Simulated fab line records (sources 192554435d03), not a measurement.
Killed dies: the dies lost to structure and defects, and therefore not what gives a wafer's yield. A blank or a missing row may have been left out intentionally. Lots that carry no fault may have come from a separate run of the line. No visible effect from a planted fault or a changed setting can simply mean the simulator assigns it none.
Struck lot and sound lot, side by side / flow n5-finfet / 15 out of 1938 route steps
Sound: the wafers L864.1, L864.3, L864.6. Wafers struck: L875.2, L875.3, L875.6. The cause comes at the end.
Each step with rows lists, per side, the tool, then ch with its chambers, then its first start. Under that, the readings that differ: sound wafers / struck wafers / difference of the means / sigmas: that difference in standard deviations of wafers without a fault.
alike: a reading whose means differ by less than 2 such deviations, as well as words and numbers matching on both sides. not compared: withheld readings; readings where some wafer has no value; bounds like >300 that might hide an equal value; numbers whose values overlap and for which the record gives no deviation.
The two part at a step that has a row with sigmas, a row that says differs or no value, or rows on one side only. Numbers that don't overlap but have no deviation are shown without sigmas and don't part them. Lack of a reading on every wafer of one side parts them only where that side has two or more wafers.

N5_HKMG_FIN_OVL_MEAS_13:
  sound on overlay-02 ch 0, day 4 05:59; struck on overlay-01 ch 0, day 7 00:13
  alike: NWFM_OVL
N5_HKMG_FIN_INSPECT_14: inspects for defects (macro).
  struck on defect-inspect-02, day 7 00:14; sound on defect-inspect-02, day 4 06:01
  alike: raw-defect-count
N5_HKMG_FIN_DESCUM_17: chemistry O2, time 7.9 s.
  sound on rie-diel-05 ch 0,2,3, day 4 06:03; struck on rie-diel-01 ch 0,1,3, day 7 00:16
  alike: drypump-motor-current-A, oes-product-au, rf-vpp-V, showerhead-plenum-p-Torr, throttle-valve-pct
  not compared: rf-hours-counter-h
then, 1 step without rows for these wafers: N5_HKMG_FIN_ETCH_31 (etches SiARC in CF4, target depth 45.5 nm, time 75.8 s).
N5_HKMG_FIN_ETCH_32: etches SOC in N2/H2, target depth 240 nm, time 300 s.
  sound on rie-diel-05 ch 0,2,3, day 4 06:08; struck on rie-diel-01 ch 0,1,3, day 7 00:22
  alike: drypump-motor-current-A, h2-flow-sccm, oes-product-au, rf-vpp-V, showerhead-plenum-p-Torr, throttle-valve-pct
  not compared: rf-hours-counter-h
then, 5 steps without rows for these wafers: N5_HKMG_FIN_STRIP_33 (strips in N2/H2); N5_HKMG_FIN_STRIP_34 (strips in CF4); N5_HKMG_FIN_ETCH_35 (etches SOC in N2/H2, target depth 215.8 nm, time 243.4 s); N5_HKMG_FIN_STRIP_92 (strips SOC in N2/H2, time 20 s); N5_HKMG_FIN_WET_ETCH_18 (etches TiN in SC1, time 55 s, target depth 5.2 nm, rinse time 30 s).
N5_HKMG_FIN_STRIP_19: strips in N2/H2, time 360 s.
  sound on plasma-asher-02 ch 0,1, day 4 06:38; struck on plasma-asher-02 ch 0,1, day 7 00:52
  alike: drypump-motor-current-A, h2-flow-sccm, heater-power-w
  not compared: rf-hours-counter-h
N5_HKMG_FIN_ALD_91: deposits TiN, target thk 1 nm, pulse time 1 s, purge time 3 s.
  sound on ald-metal-01 ch 1,3, day 4 07:02; struck on ald-metal-04 ch 1,2,3, day 7 01:15
  alike: heater-power-outer-w, heater-power-w, precursor-pulse-height-rel
N5_HKMG_FIN_COAT_85: time 60 s, resist thk 300 nm.
  sound on litho-track-02 ch 0, day 4 07:18; struck on litho-track-03 ch 0, day 7 01:32
reading=spin-speed-rpm (rpm); sound=1499.0 1498.7 1499.3; struck=1460.3 1461.1 1459.7; difference=-38.6; sigmas=-39
reading=model.SOC_of_HKMG_FIN_COAT_85.thk-nm (nm); sound=299.2 298.6 300; struck=305 304 305; difference=+5; sigmas=
  alike: heater-power-total-W, resist-line-temp-C
N5_HKMG_FIN_ETCH_86: etches SOC in N2/H2, stops on TiN, target depth 393.2 nm.
  sound on rie-diel-05 ch 1,2,3, day 4 07:22; struck on rie-diel-01 ch 0,1,3, day 7 01:35
  alike: drypump-motor-current-A, h2-flow-sccm, oes-product-au, rf-vpp-V, showerhead-plenum-p-Torr, throttle-valve-pct
  not compared: rf-hours-counter-h
-- record jumps: 4 days separate the struck wafers' starts on either side; left off in module HKMG_FIN, taken up again in module BEOL_M4, whose first shown step is the route's number 1111 --
N5_BEOL_M4_RC_MEAS_101:
  sound on prober-01 ch 0, day 8 06:16; struck on prober-02 ch 0, day 10 23:59
  alike: DIBL_N, DIBL_P, IOFF_N, IOFF_P, ION_N, ION_P, SS_N, SS_P, VT_N, VT_P

## WHERE THEY PART
N5_HKMG_FIN_COAT_85 only, going by this record. Later steps at which nothing parts them and some readings are alike: N5_HKMG_FIN_ETCH_86, N5_BEOL_M4_RC_MEAS_101.

WHY: whatever the simulator had introduced
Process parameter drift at N5_HKMG_FIN_COAT_85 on litho-track-03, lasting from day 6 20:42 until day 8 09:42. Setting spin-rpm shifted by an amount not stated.
